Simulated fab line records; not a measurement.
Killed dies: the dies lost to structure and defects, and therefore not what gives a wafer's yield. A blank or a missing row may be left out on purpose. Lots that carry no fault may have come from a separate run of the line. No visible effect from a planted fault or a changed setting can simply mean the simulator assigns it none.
fab line records / flow n5Finfet
record lots=13 wafers=39 lastDay=17
route steps=1938 shown FIN_SAQP@102 PASSIVATION@1936
lots that met no fault: taken from a fault-free run of the same line
startH: the number of hours between the record's first day and the start of the first shown wafer of the lot / waitH: hours from the lot's prior step to this one / " as in the row above / L1.1+2: a row that stands for several wafers / - no value present, or no start provided / * or withheld: withheld / < > ~ a bound
route shown NAME@n: a module of which the file shows steps, and the number in the route of the first / usual: mean and standard deviation over wafers with no fault / same: alike in all rows / chamber/n: place in a boat / sites: per-site readings / _std_site: how widely they spread, as a standard deviation / _edge_site: inner sites' mean taken away from outer sites' mean / radiusMm: for every site, how far away it sits from the centre of the wafer / mask NAME#n: copy n / behind: the most recent tool/chamber to have shaped the wafer / hold: what put the lot on hold/how long, in hours/how the hold closed / device: the n, p or np transistor that did not switch / end of line: the route-end tests of the same wafers / a step given without rows: its recipe and nothing more / killed: dies that structure and defects cost at the first sort, which is not the same as the wafer's yield / map: shows each die of a wafer: x if killed, . if not, _ if none is there
set.NAME: the run value of the setting; set.NAME@STEP: its run value at that earlier step / model.NAME: the simulator's own value behind a step, which no gauge read
route steps across a sampled set of lots; one table per step, one row per wafer
services: when a tool's chamber went out of use (startH, in hours from the record's first day, below 0 if earlier), for how many hours, and the reason
## steps
# step N5_FIN_SAQP_HM_DEP_72
# recipe material=SiO2 targetThkA=120 tempC=400 precursor=SiH4/N2O pressureTorr=0.75 rfW=275 timeS=7.2
# usual heaterPowerW=778/92 showerheadPlenumPTorr=8.23/0.16
lot.wafer=L561.1 tool=pecvd-01 chamber=2 startH=21.20 waitH=0.0 heaterPowerW=891 showerheadPlenumPTorr=8.28
lot.wafer=L561.2 tool=pecvd-01 chamber=0 startH=21.20 waitH=0.0 heaterPowerW=754 showerheadPlenumPTorr=7.96
lot.wafer=L561.3 tool=pecvd-01 chamber=1 startH=21.20 waitH=0.0 heaterPowerW=692 showerheadPlenumPTorr=8.42
lot.wafer=L562.3 tool=pecvd-02 chamber=0 startH=27.94 waitH=0.0 heaterPowerW=884 showerheadPlenumPTorr=8.17
lot.wafer=L562.4 tool=pecvd-02 chamber=0 startH=27.94 waitH=0.0 heaterPowerW=884 showerheadPlenumPTorr=8.16
lot.wafer=L562.6 tool=pecvd-02 chamber=2 startH=27.94 waitH=0.0 heaterPowerW=856 showerheadPlenumPTorr=8.09
lot.wafer=L565.2 tool=pecvd-04 chamber=1 startH=45.97 waitH=0.0 heaterPowerW=696 showerheadPlenumPTorr=8.54
lot.wafer=L565.4 tool=pecvd-04 chamber=0 startH=45.97 waitH=0.0 heaterPowerW=711 showerheadPlenumPTorr=8.09
lot.wafer=L565.5 tool=pecvd-04 chamber=0 startH=45.97 waitH=0.0 heaterPowerW=730 showerheadPlenumPTorr=8.08
lot.wafer=L566.3 tool=pecvd-01 chamber=1 startH=51.96 waitH=0.0 heaterPowerW=651 showerheadPlenumPTorr=8.42
lot.wafer=L566.4 tool=pecvd-01 chamber=2 startH=51.96 waitH=0.0 heaterPowerW=898 showerheadPlenumPTorr=8.27
lot.wafer=L566.6 tool=pecvd-01 chamber=0 startH=51.96 waitH=0.0 heaterPowerW=727 showerheadPlenumPTorr=8.00
lot.wafer=L569.1 tool=pecvd-02 chamber=2 startH=70.80 waitH=0.0 heaterPowerW=911 showerheadPlenumPTorr=8.11
lot.wafer=L569.4 tool=pecvd-02 chamber=1 startH=70.80 waitH=0.0 heaterPowerW=726 showerheadPlenumPTorr=8.34
lot.wafer=L569.5 tool=pecvd-02 chamber=0 startH=70.80 waitH=0.0 heaterPowerW=801 showerheadPlenumPTorr=8.15
lot.wafer=L571.1 tool=pecvd-02 chamber=1 startH=82.48 waitH=0.0 heaterPowerW=771 showerheadPlenumPTorr=8.33
lot.wafer=L571.5 tool=pecvd-02 chamber=1 startH=82.48 waitH=0.0 heaterPowerW=760 showerheadPlenumPTorr=8.33
lot.wafer=L571.6 tool=pecvd-02 chamber=0 startH=82.48 waitH=0.0 heaterPowerW=857 showerheadPlenumPTorr=8.16
lot.wafer=L572.2 tool=pecvd-04 chamber=1 startH=88.81 waitH=0.0 heaterPowerW=658 showerheadPlenumPTorr=8.55
lot.wafer=L572.4 tool=pecvd-04 chamber=0 startH=88.81 waitH=0.0 heaterPowerW=786 showerheadPlenumPTorr=8.09
lot.wafer=L572.6 tool=pecvd-04 chamber=1 startH=88.81 waitH=0.0 heaterPowerW=687 showerheadPlenumPTorr=8.54
lot.wafer=L574.1 tool=pecvd-04 chamber=1 startH=101.79 waitH=0.0 heaterPowerW=699 showerheadPlenumPTorr=8.54
lot.wafer=L574.2 tool=pecvd-04 chamber=0 startH=101.79 waitH=0.0 heaterPowerW=815 showerheadPlenumPTorr=8.10
lot.wafer=L574.6 tool=pecvd-04 chamber=2 startH=101.79 waitH=0.0 heaterPowerW=602 showerheadPlenumPTorr=8.15
lot.wafer=L575.2 tool=pecvd-01 chamber=1 startH=106.35 waitH=0.0 heaterPowerW=625 showerheadPlenumPTorr=8.40
lot.wafer=L575.5 tool=pecvd-01 chamber=2 startH=106.35 waitH=0.0 heaterPowerW=923 showerheadPlenumPTorr=8.30
lot.wafer=L575.6 tool=pecvd-01 chamber=1 startH=106.35 waitH=0.0 heaterPowerW=621 showerheadPlenumPTorr=8.39
lot.wafer=L577.2 tool=pecvd-04 chamber=1 startH=117.72 waitH=0.0 heaterPowerW=761 showerheadPlenumPTorr=8.52
lot.wafer=L577.3 tool=pecvd-04 chamber=0 startH=117.72 waitH=0.0 heaterPowerW=817 showerheadPlenumPTorr=8.10
lot.wafer=L577.4 tool=pecvd-04 chamber=1 startH=117.72 waitH=0.0 heaterPowerW=749 showerheadPlenumPTorr=8.52
lot.wafer=L580.1 tool=pecvd-02 chamber=1 startH=135.14 waitH=0.0 heaterPowerW=738 showerheadPlenumPTorr=8.31
lot.wafer=L580.2 tool=pecvd-02 chamber=0 startH=135.14 waitH=0.0 heaterPowerW=830 showerheadPlenumPTorr=8.15
lot.wafer=L580.3 tool=pecvd-02 chamber=2 startH=135.14 waitH=0.0 heaterPowerW=862 showerheadPlenumPTorr=8.12
lot.wafer=L581.4 tool=pecvd-02 chamber=0 startH=141.76 waitH=0.1 heaterPowerW=896 showerheadPlenumPTorr=8.16
lot.wafer=L581.5 tool=pecvd-02 chamber=2 startH=141.76 waitH=0.1 heaterPowerW=874 showerheadPlenumPTorr=8.11
lot.wafer=L581.6 tool=pecvd-02 chamber=1 startH=141.76 waitH=0.1 heaterPowerW=739 showerheadPlenumPTorr=8.32
lot.wafer=L583.1 tool=pecvd-02 chamber=2 startH=152.92 waitH=0.0 heaterPowerW=868 showerheadPlenumPTorr=8.13
lot.wafer=L583.2 tool=pecvd-02 chamber=1 startH=152.92 waitH=0.0 heaterPowerW=739 showerheadPlenumPTorr=8.33
lot.wafer=L583.4 tool=pecvd-02 chamber=2 startH=152.92 waitH=0.0 heaterPowerW=883 showerheadPlenumPTorr=8.09
# step N5_FIN_SAQP_EXPOSE_13
# recipe maskId=FIN_CORE na=1.35 sourceShape=dipole sigmaInner=0.538 sigmaOuter=0.738 polarization=te targetCdNm=35.6 doseMj=63.25
# usual exposureDoseMJCm2=63.20/0.066
# same dipoleOpeningDeg=40
lot.wafer=L561.1 tool=arfiScanner-02 chamber=0 startH=21.39 waitH=- mask=FIN_CORE#0 exposureDoseMJCm2=63.17
lot.wafer=L561.2 tool=arfiScanner-02 chamber=0 startH=21.39 waitH=- mask=FIN_CORE#0 exposureDoseMJCm2=63.23
lot.wafer=L561.3 tool=arfiScanner-02 chamber=0 startH=21.39 waitH=- mask=FIN_CORE#0 exposureDoseMJCm2=63.22
lot.wafer=L562.3 tool=arfiScanner-01 chamber=0 startH=28.27 waitH=- mask=FIN_CORE#0 exposureDoseMJCm2=63.26
lot.wafer=L562.4 tool=arfiScanner-01 chamber=0 startH=28.27 waitH=- mask=FIN_CORE#0 exposureDoseMJCm2=63.25
lot.wafer=L562.6 tool=arfiScanner-01 chamber=0 startH=28.27 waitH=- mask=FIN_CORE#0 exposureDoseMJCm2=63.21
lot.wafer=L565.2 tool=arfiScanner-02 chamber=0 startH=46.19 waitH=- mask=FIN_CORE#0 exposureDoseMJCm2=63.27
lot.wafer=L565.4 tool=arfiScanner-02 chamber=0 startH=46.19 waitH=- mask=FIN_CORE#0 exposureDoseMJCm2=63.30
lot.wafer=L565.5 tool=arfiScanner-02 chamber=0 startH=46.19 waitH=- mask=FIN_CORE#0 exposureDoseMJCm2=63.26
lot.wafer=L566.3 tool=arfiScanner-03 chamber=0 startH=52.29 waitH=- mask=FIN_CORE#0 exposureDoseMJCm2=63.14
lot.wafer=L566.4 tool=arfiScanner-03 chamber=0 startH=52.29 waitH=- mask=FIN_CORE#0 exposureDoseMJCm2=63.24
lot.wafer=L566.6 tool=arfiScanner-03 chamber=0 startH=52.29 waitH=- mask=FIN_CORE#0 exposureDoseMJCm2=63.19
lot.wafer=L569.1 tool=arfiScanner-03 chamber=0 startH=70.99 waitH=- mask=FIN_CORE#0 exposureDoseMJCm2=64.78
lot.wafer=L569.4 tool=arfiScanner-03 chamber=0 startH=70.99 waitH=- mask=FIN_CORE#0 exposureDoseMJCm2=64.82
lot.wafer=L569.5 tool=arfiScanner-03 chamber=0 startH=70.99 waitH=- mask=FIN_CORE#0 exposureDoseMJCm2=64.82
lot.wafer=L571.1 tool=arfiScanner-03 chamber=0 startH=82.82 waitH=- mask=FIN_CORE#0 exposureDoseMJCm2=64.42
lot.wafer=L571.5 tool=arfiScanner-03 chamber=0 startH=82.82 waitH=- mask=FIN_CORE#0 exposureDoseMJCm2=64.45
lot.wafer=L571.6 tool=arfiScanner-03 chamber=0 startH=82.82 waitH=- mask=FIN_CORE#0 exposureDoseMJCm2=64.54
lot.wafer=L572.2 tool=arfiScanner-01 chamber=0 startH=89.13 waitH=- mask=FIN_CORE#0 exposureDoseMJCm2=63.25
lot.wafer=L572.4 tool=arfiScanner-01 chamber=0 startH=89.13 waitH=- mask=FIN_CORE#0 exposureDoseMJCm2=63.18
lot.wafer=L572.6 tool=arfiScanner-01 chamber=0 startH=89.13 waitH=- mask=FIN_CORE#0 exposureDoseMJCm2=63.12
lot.wafer=L574.1 tool=arfiScanner-01 chamber=0 startH=102.10 waitH=- mask=FIN_CORE#0 exposureDoseMJCm2=63.34
lot.wafer=L574.2 tool=arfiScanner-01 chamber=0 startH=102.10 waitH=- mask=FIN_CORE#0 exposureDoseMJCm2=63.22
lot.wafer=L574.6 tool=arfiScanner-01 chamber=0 startH=102.10 waitH=- mask=FIN_CORE#0 exposureDoseMJCm2=63.24
lot.wafer=L575.2 tool=arfiScanner-02 chamber=0 startH=106.67 waitH=- mask=FIN_CORE#0 exposureDoseMJCm2=63.27
lot.wafer=L575.5 tool=arfiScanner-02 chamber=0 startH=106.67 waitH=- mask=FIN_CORE#0 exposureDoseMJCm2=63.22
lot.wafer=L575.6 tool=arfiScanner-02 chamber=0 startH=106.67 waitH=- mask=FIN_CORE#0 exposureDoseMJCm2=63.16
lot.wafer=L577.2 tool=arfiScanner-01 chamber=0 startH=118.09 waitH=- mask=FIN_CORE#0 exposureDoseMJCm2=63.10
lot.wafer=L577.3 tool=arfiScanner-01 chamber=0 startH=118.09 waitH=- mask=FIN_CORE#0 exposureDoseMJCm2=63.15
lot.wafer=L577.4 tool=arfiScanner-01 chamber=0 startH=118.09 waitH=- mask=FIN_CORE#0 exposureDoseMJCm2=63.07
lot.wafer=L580.1 tool=arfiScanner-02 chamber=0 startH=135.46 waitH=- mask=FIN_CORE#0 exposureDoseMJCm2=63.17
lot.wafer=L580.2 tool=arfiScanner-02 chamber=0 startH=135.46 waitH=- mask=FIN_CORE#0 exposureDoseMJCm2=63.24
lot.wafer=L580.3 tool=arfiScanner-02 chamber=0 startH=135.46 waitH=- mask=FIN_CORE#0 exposureDoseMJCm2=63.31
lot.wafer=L581.4 tool=arfiScanner-02 chamber=0 startH=141.95 waitH=- mask=FIN_CORE#0 exposureDoseMJCm2=63.18
lot.wafer=L581.5 tool=arfiScanner-02 chamber=0 startH=141.95 waitH=- mask=FIN_CORE#0 exposureDoseMJCm2=63.19
lot.wafer=L581.6 tool=arfiScanner-02 chamber=0 startH=141.95 waitH=- mask=FIN_CORE#0 exposureDoseMJCm2=63.17
lot.wafer=L583.1 tool=arfiScanner-01 chamber=0 startH=153.24 waitH=- mask=FIN_CORE#0 exposureDoseMJCm2=63.16
lot.wafer=L583.2 tool=arfiScanner-01 chamber=0 startH=153.24 waitH=- mask=FIN_CORE#0 exposureDoseMJCm2=63.15
lot.wafer=L583.4 tool=arfiScanner-01 chamber=0 startH=153.24 waitH=- mask=FIN_CORE#0 exposureDoseMJCm2=63.11
# step N5_FIN_SAQP_OVL_MEAS_17
# recipe pointsPerWafer=44
# usual FIN_CORE_OVL=0.1/0.77
lot.wafer=L561.1 tool=overlay-02 chamber=0 startH=21.56 waitH=0.0 FIN_CORE_OVL[nm]=-1.2
lot.wafer=L561.2 tool=overlay-02 chamber=0 startH=21.56 waitH=0.0 FIN_CORE_OVL[nm]=-0.5
lot.wafer=L561.3 tool=overlay-02 chamber=0 startH=21.56 waitH=0.0 FIN_CORE_OVL[nm]=-0.4
lot.wafer=L562.3 tool=overlay-02 chamber=0 startH=28.42 waitH=0.0 FIN_CORE_OVL[nm]=1.4
lot.wafer=L562.4 tool=overlay-02 chamber=0 startH=28.42 waitH=0.0 FIN_CORE_OVL[nm]=2.6
lot.wafer=L562.6 tool=overlay-02 chamber=0 startH=28.42 waitH=0.0 FIN_CORE_OVL[nm]=1.3
lot.wafer=L565.2 tool=overlay-01 chamber=0 startH=46.36 waitH=0.0 FIN_CORE_OVL[nm]=-0.9
lot.wafer=L565.4 tool=overlay-01 chamber=0 startH=46.36 waitH=0.0 FIN_CORE_OVL[nm]=-1.2
lot.wafer=L565.5 tool=overlay-01 chamber=0 startH=46.36 waitH=0.0 FIN_CORE_OVL[nm]=-0.6
lot.wafer=L566.3 tool=overlay-02 chamber=0 startH=52.44 waitH=0.0 FIN_CORE_OVL[nm]=-1.0
lot.wafer=L566.4 tool=overlay-02 chamber=0 startH=52.44 waitH=0.0 FIN_CORE_OVL[nm]=0.1
lot.wafer=L566.6 tool=overlay-02 chamber=0 startH=52.44 waitH=0.0 FIN_CORE_OVL[nm]=0.2
lot.wafer=L569.1 tool=overlay-02 chamber=0 startH=71.16 waitH=0.0 FIN_CORE_OVL[nm]=-0.8
lot.wafer=L569.4 tool=overlay-02 chamber=0 startH=71.16 waitH=0.0 FIN_CORE_OVL[nm]=-0.7
lot.wafer=L569.5 tool=overlay-02 chamber=0 startH=71.16 waitH=0.0 FIN_CORE_OVL[nm]=-0.6
lot.wafer=L571.1 tool=overlay-01 chamber=0 startH=82.99 waitH=0.0 FIN_CORE_OVL[nm]=-0.6
lot.wafer=L571.5 tool=overlay-01 chamber=0 startH=82.99 waitH=0.0 FIN_CORE_OVL[nm]=-0.9
lot.wafer=L571.6 tool=overlay-01 chamber=0 startH=82.99 waitH=0.0 FIN_CORE_OVL[nm]=-0.7
lot.wafer=L572.2 tool=overlay-02 chamber=0 startH=89.29 waitH=0.0 FIN_CORE_OVL[nm]=-0.5
lot.wafer=L572.4 tool=overlay-02 chamber=0 startH=89.29 waitH=0.0 FIN_CORE_OVL[nm]=-0.3
lot.wafer=L572.6 tool=overlay-02 chamber=0 startH=89.29 waitH=0.0 FIN_CORE_OVL[nm]=0.7
lot.wafer=L574.1 tool=overlay-01 chamber=0 startH=102.27 waitH=0.0 FIN_CORE_OVL[nm]=-1.2
lot.wafer=L574.2 tool=overlay-01 chamber=0 startH=102.27 waitH=0.0 FIN_CORE_OVL[nm]=-1.1
lot.wafer=L574.6 tool=overlay-01 chamber=0 startH=102.27 waitH=0.0 FIN_CORE_OVL[nm]=1.0
lot.wafer=L575.2 tool=overlay-01 chamber=0 startH=106.83 waitH=0.0 FIN_CORE_OVL[nm]=-0.6
lot.wafer=L575.5 tool=overlay-01 chamber=0 startH=106.83 waitH=0.0 FIN_CORE_OVL[nm]=-0.6
lot.wafer=L575.6 tool=overlay-01 chamber=0 startH=106.83 waitH=0.0 FIN_CORE_OVL[nm]=0.6
lot.wafer=L577.2 tool=overlay-02 chamber=0 startH=118.25 waitH=0.0 FIN_CORE_OVL[nm]=1.2
lot.wafer=L577.3 tool=overlay-02 chamber=0 startH=118.25 waitH=0.0 FIN_CORE_OVL[nm]=0.5
lot.wafer=L577.4 tool=overlay-02 chamber=0 startH=118.25 waitH=0.0 FIN_CORE_OVL[nm]=1.0
lot.wafer=L580.1 tool=overlay-01 chamber=0 startH=135.62 waitH=0.0 FIN_CORE_OVL[nm]=1.1
lot.wafer=L580.2 tool=overlay-01 chamber=0 startH=135.62 waitH=0.0 FIN_CORE_OVL[nm]=0.0
lot.wafer=L580.3 tool=overlay-01 chamber=0 startH=135.62 waitH=0.0 FIN_CORE_OVL[nm]=-0.1
lot.wafer=L581.4 tool=overlay-02 chamber=0 startH=142.10 waitH=0.0 FIN_CORE_OVL[nm]=-0.6
lot.wafer=L581.5 tool=overlay-02 chamber=0 startH=142.10 waitH=0.0 FIN_CORE_OVL[nm]=-0.5
lot.wafer=L581.6 tool=overlay-02 chamber=0 startH=142.10 waitH=0.0 FIN_CORE_OVL[nm]=0.1
lot.wafer=L583.1 tool=overlay-01 chamber=0 startH=153.41 waitH=0.0 FIN_CORE_OVL[nm]=0.5
lot.wafer=L583.2 tool=overlay-01 chamber=0 startH=153.41 waitH=0.0 FIN_CORE_OVL[nm]=1.5
lot.wafer=L583.4 tool=overlay-01 chamber=0 startH=153.41 waitH=0.0 FIN_CORE_OVL[nm]=1.6
# step N5_FIN_SAQP_INSPECT_18
# recipe mode=adi inspectInstrument=brightfield
# usual rawDefectCount=403/120
lot.wafer=L561.1 tool=defectInspect-02 chamber=- startH=21.58 waitH=0.0 rawDefectCount=366
lot.wafer=L561.2 tool=defectInspect-02 chamber=- startH=21.58 waitH=0.0 rawDefectCount=525
lot.wafer=L561.3 tool=defectInspect-02 chamber=- startH=21.58 waitH=0.0 rawDefectCount=725
lot.wafer=L562.3 tool=defectInspect-02 chamber=- startH=28.45 waitH=0.0 rawDefectCount=331
lot.wafer=L562.4 tool=defectInspect-02 chamber=- startH=28.45 waitH=0.0 rawDefectCount=418
lot.wafer=L562.6 tool=defectInspect-02 chamber=- startH=28.45 waitH=0.0 rawDefectCount=521
lot.wafer=L565.2 tool=defectInspect-01 chamber=- startH=46.38 waitH=0.0 rawDefectCount=336
lot.wafer=L565.4 tool=defectInspect-01 chamber=- startH=46.38 waitH=0.0 rawDefectCount=289
lot.wafer=L565.5 tool=defectInspect-01 chamber=- startH=46.38 waitH=0.0 rawDefectCount=321
lot.wafer=L566.3 tool=defectInspect-02 chamber=- startH=52.47 waitH=0.0 rawDefectCount=316
lot.wafer=L566.4 tool=defectInspect-02 chamber=- startH=52.47 waitH=0.0 rawDefectCount=395
lot.wafer=L566.6 tool=defectInspect-02 chamber=- startH=52.47 waitH=0.0 rawDefectCount=355
lot.wafer=L569.1 tool=defectInspect-02 chamber=- startH=71.19 waitH=0.0 rawDefectCount=343
lot.wafer=L569.4 tool=defectInspect-02 chamber=- startH=71.19 waitH=0.0 rawDefectCount=353
lot.wafer=L569.5 tool=defectInspect-02 chamber=- startH=71.19 waitH=0.0 rawDefectCount=317
lot.wafer=L571.1 tool=defectInspect-02 chamber=- startH=83.01 waitH=0.0 rawDefectCount=252
lot.wafer=L571.5 tool=defectInspect-02 chamber=- startH=83.01 waitH=0.0 rawDefectCount=230
lot.wafer=L571.6 tool=defectInspect-02 chamber=- startH=83.01 waitH=0.0 rawDefectCount=355
lot.wafer=L572.2 tool=defectInspect-01 chamber=- startH=89.32 waitH=0.0 rawDefectCount=506
lot.wafer=L572.4 tool=defectInspect-01 chamber=- startH=89.32 waitH=0.0 rawDefectCount=408
lot.wafer=L572.6 tool=defectInspect-01 chamber=- startH=89.32 waitH=0.0 rawDefectCount=327
lot.wafer=L574.1 tool=defectInspect-01 chamber=- startH=102.30 waitH=0.0 rawDefectCount=488
lot.wafer=L574.2 tool=defectInspect-01 chamber=- startH=102.30 waitH=0.0 rawDefectCount=502
lot.wafer=L574.6 tool=defectInspect-01 chamber=- startH=102.30 waitH=0.0 rawDefectCount=546
lot.wafer=L575.2 tool=defectInspect-01 chamber=- startH=106.86 waitH=0.0 rawDefectCount=500
lot.wafer=L575.5 tool=defectInspect-01 chamber=- startH=106.86 waitH=0.0 rawDefectCount=517
lot.wafer=L575.6 tool=defectInspect-01 chamber=- startH=106.86 waitH=0.0 rawDefectCount=350
lot.wafer=L577.2 tool=defectInspect-02 chamber=- startH=118.27 waitH=0.0 rawDefectCount=421
lot.wafer=L577.3 tool=defectInspect-02 chamber=- startH=118.27 waitH=0.0 rawDefectCount=535
lot.wafer=L577.4 tool=defectInspect-02 chamber=- startH=118.27 waitH=0.0 rawDefectCount=289
lot.wafer=L580.1 tool=defectInspect-01 chamber=- startH=135.65 waitH=0.0 rawDefectCount=565
lot.wafer=L580.2 tool=defectInspect-01 chamber=- startH=135.65 waitH=0.0 rawDefectCount=490
lot.wafer=L580.3 tool=defectInspect-01 chamber=- startH=135.65 waitH=0.0 rawDefectCount=479
lot.wafer=L581.4 tool=defectInspect-01 chamber=- startH=142.12 waitH=0.0 rawDefectCount=369
lot.wafer=L581.5 tool=defectInspect-01 chamber=- startH=142.12 waitH=0.0 rawDefectCount=340
lot.wafer=L581.6 tool=defectInspect-01 chamber=- startH=142.12 waitH=0.0 rawDefectCount=440
lot.wafer=L583.1 tool=defectInspect-02 chamber=- startH=153.43 waitH=0.0 rawDefectCount=265
lot.wafer=L583.2 tool=defectInspect-02 chamber=- startH=153.43 waitH=0.0 rawDefectCount=322
lot.wafer=L583.4 tool=defectInspect-02 chamber=- startH=153.43 waitH=0.0 rawDefectCount=376
# step N5_PASSIVATION_PROBE_49
# usual defectLimitedYield=91.7/1.5 killed_at_M0_to_M3=32/9.6 killed_at_M4_up=13/5.3 killedAtContacts=12/6.8 killedAtFrontEnd=36/9.8 killedAtOther=4/3.1 killedDies=98/17 killedOpen=65/13 killedShort=32/8.5 sort_bin_5_function=4.9/0.93 sort_bin_6_memory=3.2/0.67 sort_bin_8_speed=0.00/0.02 sortNPass=1082/17
# same grossDies=1180 killedAtBackSide=0 sort_bin_4_leakage[%]=0
lot.wafer=L577.3 tool=prober-01 chamber=- startH=362.18 waitH=0.1 defectLimitedYield[%]=92.5 killed_at_M0_to_M3=29 killed_at_M4_up=15 killedAtContacts=22 killedAtFrontEnd=22 killedAtOther=1 killedDies=89 killedOpen=58 killedShort=30 sort_bin_5_function[%]=4.1 sort_bin_6_memory[%]=3.5 sort_bin_8_speed[%]=0 sortNPass=1091
# killed by level:class
L577.3 MOL_CONTACT_COAG:geometricParticle:open=18 BEOL_M0_SAQP:geometricParticle:short=8 BEOL_M0_SAQP:geometricParticle:open=7 STI_FIN_REVEAL:geometricParticle:open=5 BEOL_M3:geometricParticle:open=5 MOL_CONTACT_COAG:geometricParticle:short=4 FIN_SAQP:geometricParticle:short=3 GATE_CUT:geometricParticle:open=3
## services
tool=arfiScanner-03 chamber=- startH=-2.69 hours=0.3 kind=repair
tool=pecvd-02 chamber=- startH=0.35 hours=2.8 kind=pm
tool=arfiScanner-02 chamber=- startH=0.71 hours=13.2 kind=repair
tool=pecvd-02 chamber=1 startH=7.50 hours=5.5 kind=scheduledDown
tool=arfiScanner-01 chamber=- startH=39.27 hours=1.0 kind=pm
tool=arfiScanner-01 chamber=- startH=45.66 hours=6.6 kind=repair
tool=arfiScanner-03 chamber=- startH=48.20 hours=1.0 kind=pm
tool=pecvd-04 chamber=2 startH=52.32 hours=3.7 kind=repair
tool=arfiScanner-02 chamber=- startH=58.30 hours=1.0 kind=pm
tool=arfiScanner-01 chamber=- startH=59.06 hours=1.3 kind=pm
tool=arfiScanner-03 chamber=- startH=64.63 hours=0.8 kind=pm
tool=arfiScanner-02 chamber=- startH=76.17 hours=2.3 kind=repair
tool=pecvd-04 chamber=- startH=81.37 hours=1.5 kind=repair
tool=pecvd-04 chamber=1 startH=90.78 hours=7.1 kind=repair
tool=arfiScanner-01 chamber=- startH=92.74 hours=1.0 kind=pm
tool=arfiScanner-02 chamber=- startH=93.21 hours=1.3 kind=pm
tool=arfiScanner-01 chamber=- startH=107.38 hours=1.8 kind=repair
tool=arfiScanner-01 chamber=- startH=125.03 hours=3.9 kind=pm
tool=arfiScanner-03 chamber=- startH=125.31 hours=4.9 kind=pm
tool=arfiScanner-02 chamber=- startH=131.34 hours=1.0 kind=pm
tool=arfiScanner-03 chamber=- startH=142.53 hours=1.0 kind=pm
tool=arfiScanner-01 chamber=- startH=146.16 hours=4.9 kind=pm
tool=arfiScanner-02 chamber=- startH=147.07 hours=0.8 kind=pm
tool=pecvd-01 chamber=1 startH=151.00 hours=6.7 kind=repair
## key
firstSign step=N5_FIN_SAQP_EXPOSE_13 reading=exposureDoseMJCm2 direction=up sigmas=22 usual=63.20 struck=64.64
effect none on later readings
metAt N5_FIN_SAQP_EXPOSE_13
struckLots L569,L571
rowsEnd L571.1,L571.5,L571.6
loopTrim step=N5_FIN_SAQP_EXPOSE_13 setting=dose lots=L571
notActingAt N5_FIN_SAQP_HM_DEP_72,N5_FIN_SAQP_OVL_MEAS_17,N5_FIN_SAQP_INSPECT_18
onsetBetween 52.29 70.99
fault kind=processParameterDrift tool=arfiScanner-03 chamber=- onsetH=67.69 steps=N5_FIN_SAQP_EXPOSE_13 channel=doseMj offset=1.6699 shape=step actsIn=theseRecipesOnly stated=63.25
# rowsEnd: these wafers met a further fault down the route, and their rows from its step on are left out
# loopTrim: a control loop set the setting to another value than it would have without faults
